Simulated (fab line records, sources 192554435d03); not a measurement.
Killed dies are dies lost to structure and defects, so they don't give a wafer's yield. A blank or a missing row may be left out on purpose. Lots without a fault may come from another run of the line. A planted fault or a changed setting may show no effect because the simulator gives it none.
Which tool did it? | flow n5_finfet | 10 lots, 30 wafers sampled, at 2 steps of a route of 1938

WHAT THE GAUGES READ, wafer by wafer
N5_BEOL_M12_INSPECT_30: inspects for defects (macro). Usual: raw_defect_count 2.1, standard deviation 1.5.
lot  | measured     | on                | raw_defect_count | flag
L205 | day 11 17:07 | defect_inspect-01 | 0 3 1            |
L206 | day 12 07:40 | defect_inspect-01 | 4 3 2            |
L204 | day 12 07:58 | defect_inspect-01 | 4 1 4            |
L210 | day 13 08:54 | defect_inspect-02 | 3 2 4            |
L214 | day 14 13:25 | defect_inspect-01 | 4 5 1            |
L217 | day 15 17:28 | defect_inspect-02 | 2 >300 >300      |
L219 | day 15 19:53 | defect_inspect-01 | 2 2 >300         |
L225 | day 17 21:32 | defect_inspect-01 | 2 4 1            |
L224 | day 18 01:10 | defect_inspect-01 | 1 3 1            |
L223 | day 18 04:55 | defect_inspect-02 | 1 0 2            |

WHICH TOOL RAN EACH LOT (tool, then ch and the chambers of the sampled wafers, then the start)
lot  | N5_BEOL_M12_STRIP_64
L205 | plasma_asher-01 ch 0,1, day 11 16:28
L206 | plasma_asher-01 ch 0,1, day 12 07:02
L204 | plasma_asher-01 ch 0,1, day 12 07:28
L210 | plasma_asher-01 ch 0,1, day 13 08:23
L214 | plasma_asher-01 ch 0,1, day 14 12:46
L217 | plasma_asher-01 ch 0,1, day 15 16:49
L219 | plasma_asher-01 ch 0,1, day 15 19:14
L225 | plasma_asher-02 ch 0, day 17 20:53
L224 | plasma_asher-02 ch 0, day 18 00:38
L223 | plasma_asher-02 ch 0,1, day 18 04:25
- N5_BEOL_M12_STRIP_64: strips in N2/H2.

WHAT THE TOOLS THEMSELVES READ (means of the sampled wafers that have a number; where no wafer has one, the mark that the record gives instead)
N5_BEOL_M12_STRIP_64. Usual: drypump_motor_current_A 6.1 A, standard deviation 0.6; heater_power_w 336 W, standard deviation 26; oes_product_au 0.715 a.u., standard deviation 0.0048; strip_time_to_endpoint_s 31.34 s, standard deviation 0.073.
lot  | tool            | drypump_motor_current_A (A) | heater_power_w (W) | oes_product_au (a.u.) | strip_time_to_endpoint_s (s) | flag
L205 | plasma_asher-01 | 6.2                         | 319                | 0.715                 | 31.37                        |
L206 | plasma_asher-01 | 6.2                         | 325                | 0.721                 | 31.24                        |
L204 | plasma_asher-01 | 6.2                         | 325                | 0.714                 | 31.40                        |
L210 | plasma_asher-01 | 6.1                         | 323                | 0.716                 | 31.22                        |
L214 | plasma_asher-01 | 6.2                         | 325                | 0.713                 | 31.43                        |
L217 | plasma_asher-01 | 5.7                         | 310                | 0.716                 | 31.30                        |
L219 | plasma_asher-01 | 6.2                         | 324                | 0.717                 | 31.34                        |
L225 | plasma_asher-02 | 5.7                         | 366                | 0.714                 | 31.36                        |
L224 | plasma_asher-02 | 5.7                         | 372                | 0.719                 | 31.34                        |
L223 | plasma_asher-02 | 6.0                         | 360                | 0.718                 | 31.36                        |

THE ANSWER, worked out from the rows above alone
Rule: a lot is off if the mean of its wafers that have a number lies more than 3 standard deviations from the usual mean. A lot without any number at a reading at which 4 lots or more have one is off too. The other lots that the step has rows for count as sound. The gauges are gone through in route order, then the tools' own readings, and for those a lot's mean is taken as printed above. The first step at which some lot is off is used, and at that step the reading that is off furthest; a lot without a number counts as furthest.
No lot is off at any reading shown: from this, nothing can be told.

WHAT THE SIMULATOR HAD PUT IN
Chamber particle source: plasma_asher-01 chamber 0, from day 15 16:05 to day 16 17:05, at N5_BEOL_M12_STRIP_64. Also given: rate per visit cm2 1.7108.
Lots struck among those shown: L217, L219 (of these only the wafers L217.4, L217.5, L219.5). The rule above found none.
